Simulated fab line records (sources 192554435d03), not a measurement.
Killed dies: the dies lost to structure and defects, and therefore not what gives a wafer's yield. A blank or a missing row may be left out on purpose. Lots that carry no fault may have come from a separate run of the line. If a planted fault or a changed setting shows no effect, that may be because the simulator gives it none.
Split-lot experiment	flow n5_finfet	21 wafers read across 7 lots, on a route 1938 steps long

== THE SPLIT ITSELF ==
At N5_ZERO_LAYER_EXPOSE_08 (exposes mask ZERO, defocus 0 nm, target cd 2000 nm), the setting dose_mj was moved away from the recipe's 16.2 on 7 of the 21 wafers read, by -7.0% to +2.6%. The other wafers ran this setting at the recipe's value.

== FROM THE SPLIT TO THE READING: what the file shows between them, 3 steps ==
- N5_ZERO_LAYER_PEB_09
- N5_ZERO_LAYER_DEVELOP_10: develop time 60 s
- N5_ZERO_LAYER_HARDBAKE_23: time 120 s

== THE READING ==
cd_nm (nm) at N5_ZERO_LAYER_CD_MEAS_11, where the cd target is 2000 nm. On this fab line, fault-free wafers typically give 1999.7 nm with a standard deviation of 2.9 nm.

wafer	tool, chamber at the split	dose_mj as run	against the recipe	cd_nm, nm	against lot-mates on the recipe
L075.1	krf_scanner-01, 0	16.2	recipe	2001.7	-
L075.2	krf_scanner-01, 0	16.2	recipe	2000.2	-
L075.6	krf_scanner-01, 0	16.2	recipe	2000.2	-
L078.1	krf_scanner-02, 0	16.62	+2.6%	2008.5	no lot-mate on the recipe
L078.3	krf_scanner-02, 0	16.62	+2.6%	2009.5	no lot-mate on the recipe
L078.5	krf_scanner-02, 0	16.62	+2.6%	2006.0	no lot-mate on the recipe
L079.1	krf_scanner-01, 0	16.2	recipe	1997.7	-
L079.3	krf_scanner-01, 0	16.2	recipe	1997.0	-
L079.6	krf_scanner-01, 0	16.2	recipe	1993.9	-
L081.4	krf_scanner-02, 0	16.2	recipe	2000.7	-
L081.5	krf_scanner-02, 0	16.2	recipe	1999.3	-
L081.6	krf_scanner-02, 0	16.2	recipe	2001.5	-
L086.2	krf_scanner-02, 0	16.2	recipe	1998.8	-
L086.3	krf_scanner-02, 0	15.06	-7.0%	1984.4	-14.4
L086.4	krf_scanner-02, 0	15.06	-7.0%	1981.6	-17.2
L089.2	krf_scanner-01, 0	16.2	recipe	1999.5	-
L089.3	krf_scanner-01, 0	15.48	-4.4%	1988.4	-11.1
L089.6	krf_scanner-01, 0	15.48	-4.4%	1988.2	-11.3
L090.1	krf_scanner-01, 0	16.2	recipe	1999.1	-
L090.4	krf_scanner-01, 0	16.2	recipe	1999.0	-
L090.5	krf_scanner-01, 0	16.2	recipe	2001.0	-

FIT RESULTS
A straight line over all 21 wafers: cd_nm changes by +2.53 nm for each +1% of dose_mj; r = +0.96; the points scatter about the line by 2 nm.
The same after taking each lot's own level away (the mean of its wafers on the recipe; 18 wafers): +2.32 nm for each +1%; r = +0.98; scatter 1.1 nm.
The reading moves by 16 nm for the largest change in dose_mj, on that fit.
The span of the lots' own levels, 1996.20 to 2000.70 nm, comes to 1.6 times the standard deviation stated above.
Hence the lot-to-lot level has little effect on the slope; both slopes agree.
Check: with one of the wafers moved furthest among these (-7.0%) left out of the fit, the line predicts -17.4 nm for it against its lot-mates. Against them it came out at -14.4 nm.

== THESE WAFERS: OTHER SPLITS ==
Before the reading, these wafers also passed through other splits. Each is held against what the fit with the lots' levels taken away leaves over:
other split on the same wafers	wafers away from the commonest value	r with cd_nm (lot level and that fit taken away)
N5_ZERO_LAYER_PECVD_02 time_s	6	-0.07

== THE WHOLE CHAIN: every reading that the file lists as answering this split, in the file's order ==
step	what it does	reading	change (the file's fit)	r (the file's)
N5_ZERO_LAYER_CD_MEAS_11	target cd 2000 nm	cd_nm	+2.33 nm for each +1% of the setting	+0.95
N5_ZERO_LAYER_DESCUM_16	chemistry O2, time 7.9 s	ZERO_LAYER.cd_nm (the simulator's own value, which no gauge read)	+2.31 nm for each +1% of the setting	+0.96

== FILE'S OWN FIT ==
cd_nm changes by +2.33 nm for each +1% of dose_mj, r = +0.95.
